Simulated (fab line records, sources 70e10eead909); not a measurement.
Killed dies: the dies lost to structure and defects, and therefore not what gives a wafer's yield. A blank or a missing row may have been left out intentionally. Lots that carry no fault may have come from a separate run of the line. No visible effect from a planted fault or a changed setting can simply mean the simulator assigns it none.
Chamber matching | flow nandHarc | aldMetal-03 running NHARC_A_CONTACT_ALD_18: 4 sister chambers
The step deposits TiN, target thk 3 nm, pulse time 1 s, ald cycles 150. 16 wafers are shown with their chamber, then 8 later ones without.

== EACH WAFER AND ITS CHAMBER ==
wafer  | chamber | heaterPowerW (W) | precursorPulseHeightRel
L076.2 | 2       | 1083             | 0.971
L076.4 | 1       | 1224             | 0.978
L076.6 | 2       | 1046             | 0.991
L083.1 | 3       | 917              | 1.011
L083.4 | 0       | 962              | 1.008
L083.6 | 3       | 913              | 1.022
L084.1 | 1       | 1244             | 1.028
L084.2 | 3       | 893              | 0.988
L084.5 | 0       | 946              | 1.012
L086.1 | 3       | 906              | 1.055
L086.2 | 2       | 1043             | 1.023
L086.4 | 1       | 1289             | 0.990
L085.1 | 1       | 1294             | 1.020
L085.3 | 2       | 1055             | 1.018
L085.6 | 1       | 1269             | 1.010
L092.1 | 3       | 921              | 1.027

SIGNATURES (averages over the wafers above)
reading                 | chamber 0 | chamber 1 | chamber 2 | chamber 3 | scatter within a chamber
heaterPowerW            | 954.00    | 1264.00   | 1056.75   | 910.00    | 20.7
precursorPulseHeightRel | 1.01000   | 1.00520   | 1.00075   | 1.02060   | 0.0222
Rule: distance of a wafer from a chamber = root of the sum over the readings of ((wafer's reading minus chamber's mean) / reading's scatter) squared. If the next closest chamber is less than 2 further off than the closest, the wafer can't be placed; otherwise it belongs to the closest. The scatter is the square root of a quotient: the sum, over the shown wafers, of each reading's squared deviation from its chamber's mean, divided by wafers minus chambers.

== WAFERS WITH NO CHAMBER GIVEN ==
wafer  | heaterPowerW (W) | precursorPulseHeightRel
L092.3 | 1070             | 0.995
L092.5 | 954              | 0.978
L094.1 | 907              | 1.017
L094.2 | 1070             | 1.009
L094.5 | 981              | 0.987
L097.2 | 1275             | 0.985
L097.4 | 1043             | 0.980
L097.6 | 1227             | 0.971

== WHICH CHAMBER EACH WENT THROUGH ==
wafer  | from the rows above     | in truth
L092.3 | 2                       | 2
L092.5 | can't be placed: 0 or 3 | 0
L094.1 | 3                       | 3
L094.2 | 2                       | 2
L094.5 | 0                       | 0
L097.2 | 1                       | 1
L097.4 | 2                       | 2
L097.6 | 1                       | 1
Correctly placed: 7 of 8. Cannot be placed on the basis of these rows: 1; the candidates contain the true chamber in 1. Placed wrongly: 0.
